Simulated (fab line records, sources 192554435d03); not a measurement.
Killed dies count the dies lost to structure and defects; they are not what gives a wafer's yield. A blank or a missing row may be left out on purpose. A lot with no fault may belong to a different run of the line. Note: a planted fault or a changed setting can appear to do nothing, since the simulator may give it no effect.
A struck lot beside a sound one	flow n5_finfet	16 steps out of a route of 1938
Sound: the wafers L376.1, L376.3, L376.5. Struck: wafers L383.2, L383.4, L383.6. The cause is named last.
At each step with rows: each side's tool, then ch and its chambers, then its first start. Under that, the readings that differ: sound wafers	struck wafers	difference of the means	sigmas: that difference in standard deviations of wafers without a fault.
alike: readings with means less than 2 such deviations apart, plus words and numbers identical on both sides. not compared: withheld readings, readings lacking a value on some wafer, bounds such as >300 that could conceal the same value, and numbers that have no deviation in the record and whose values overlap.
The two part at a step that has a row with sigmas, a row that says differs or no value, or rows on one side only. Non-overlapping numbers with no deviation appear without sigmas and do not part them. A reading that every wafer of one side lacks parts them only if that side has two wafers or more.

first, 3 steps without rows for these wafers: N5_DUMMY_REMOVAL_PRECLEAN_04 (cleans in DHF, time 37 s); N5_DUMMY_REMOVAL_SRD_05 (time 30 s); N5_HKMG_FIN_IL_REGROW_00 (material SiO2, chemistry O3, target thk 0.75 nm, time 30 s).
N5_HKMG_FIN_HK_ALD_01: deposits HfO2, target thk 1.6 nm, pulse time 3 s, purge time 3 s.
  sound on ald_hk-02 ch 0,3, day 5 02:38; struck on ald_hk-01 ch 1,2, day 6 19:39
  alike: precursor_pulse_height_rel
N5_HKMG_FIN_HK_ANNEAL_02: time 30 s.
  sound on rtp_anneal-01 ch 0, day 5 02:53; struck on rtp_anneal-02 ch 0, day 6 19:59
  alike: lamp_power_pct, lamp_zone_2_pct, wafer_temp_C_max
N5_HKMG_FIN_ALD_74: deposits La2O3, target thk 0.5 nm, pulse time 6 s, co reactant pulse time 1 s.
  sound on ald_hk-01 ch 0,1,3, day 5 03:07; struck on ald_hk-02 ch 1,2, day 6 20:10
  alike: heater_power_w, precursor_pulse_height_rel
N5_HKMG_FIN_ALD_75: deposits Al2O3, target thk 1 nm, co reactant pulse time 1 s.
  sound on ald_hk-01 ch 0,1,3, day 5 03:11; struck on ald_hk-02 ch 1,2, day 6 20:14
  alike: heater_power_w, precursor_pulse_height_rel
then, 5 steps without rows for these wafers: N5_HKMG_FIN_COAT_41 (time 60 s, resist thk 300 nm); N5_HKMG_FIN_COAT_42 (time 60 s, resist thk 35 nm); N5_HKMG_FIN_COAT_43 (resist thk 90 nm); N5_HKMG_FIN_EBR_45; N5_HKMG_FIN_SOFTBAKE_44 (time 60 s).
N5_HKMG_FIN_EXPOSE_46: exposes mask NDIPOLE.
  sound on arfi_scanner-03 ch 0, day 5 03:25; struck on arfi_scanner-01 ch 0, day 6 20:35
reading	sound	struck	difference	sigmas
model.HKMG_FIN.overlay_x_nm (nm)	0 0 0	1.4 1.4 1.4	+1.4	
  alike: mask
then, 1 step without rows for these wafers: N5_HKMG_FIN_PEB_47 (peb time 60 s).
-- record jumps: 4 days separate the struck wafers' starts on either side; left off in module HKMG_FIN, taken up again in module BEOL_M4, whose first shown step is the route's number 1111 --
N5_BEOL_M4_RC_MEAS_101:
  sound on prober-01 ch 0, day 8 23:05; struck on prober-02 ch 0, day 10 21:05
reading	sound	struck	difference	sigmas
VT_P (mV)	-254 -255 -254	-247 -246 -244	+9	+2
  alike: DIBL_N, DIBL_P, IOFF_N, IOFF_P, ION_N, ION_P, SS_N, SS_P, VT_N
next, for these wafers, 1 step has no rows: N5_PASSIVATION_PROBE_49.

== WHERE THEY PART ==
At N5_BEOL_M4_RC_MEAS_101 and nowhere else, as far as this record goes.

WHY: whatever the simulator had introduced
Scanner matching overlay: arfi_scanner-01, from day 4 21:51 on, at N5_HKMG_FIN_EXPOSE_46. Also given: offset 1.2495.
